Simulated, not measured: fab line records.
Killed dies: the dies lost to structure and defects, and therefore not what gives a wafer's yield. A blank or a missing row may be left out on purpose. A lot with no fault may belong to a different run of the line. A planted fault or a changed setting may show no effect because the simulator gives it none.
Chamber matching :: flow n5_finfet :: 4 sister chambers for N5_BEOL_M4_DESCUM_16 on rie_diel-02
The step chemistry O2, time 7 s. 4 wafers are shown with their chamber, then 9 later ones without.

## WAFERS WITH THEIR CHAMBER
wafer: L089.1
chamber: 2
drypump_motor_current_A (A): 6.7

wafer: L093.3
chamber: 3
drypump_motor_current_A (A): 5.2

wafer: L093.5
chamber: 1
drypump_motor_current_A (A): 5.8

wafer: L093.6
chamber: 0
drypump_motor_current_A (A): 6.2

## WAFERS MISSING THEIR CHAMBER
wafer: L095.1
drypump_motor_current_A (A): 5.3

wafer: L095.4
drypump_motor_current_A (A): 6.6

wafer: L095.6
drypump_motor_current_A (A): 5.8

wafer: L096.2
drypump_motor_current_A (A): 6.2

wafer: L096.4
drypump_motor_current_A (A): 5.8

wafer: L096.5
drypump_motor_current_A (A): 5.2

wafer: L091.3
drypump_motor_current_A (A): 5.8

wafer: L091.4
drypump_motor_current_A (A): 6.2

wafer: L091.5
drypump_motor_current_A (A): 5.8

## WHICH CHAMBER EACH ONE RAN IN
wafer: L095.1
from the rows above: 3
in truth: 3

wafer: L095.4
from the rows above: 2
in truth: 2

wafer: L095.6
from the rows above: 1
in truth: 1

wafer: L096.2
from the rows above: 0
in truth: 0

wafer: L096.4
from the rows above: 1
in truth: 1

wafer: L096.5
from the rows above: 3
in truth: 3

wafer: L091.3
from the rows above: 1
in truth: 1

wafer: L091.4
from the rows above: 0
in truth: 0

wafer: L091.5
from the rows above: 1
in truth: 1
9 of 9 placed correctly. Left unplaced by these rows: 0. 0 placed wrongly.
How it was worked out, from the rows above alone: a wafer's distance from a chamber is the root of the sum, over the readings, of the square of ((its reading less the chamber's mean) divided by the reading's scatter). The wafer belongs to the nearest chamber; if the next one is less than 2 further off, it can't be placed. For every chamber, the mean is computed from those of its wafers that are shown. The scatter: root of mean squared gap, hidden wafer to nearest shown wafer, with one shown wafer a chamber.
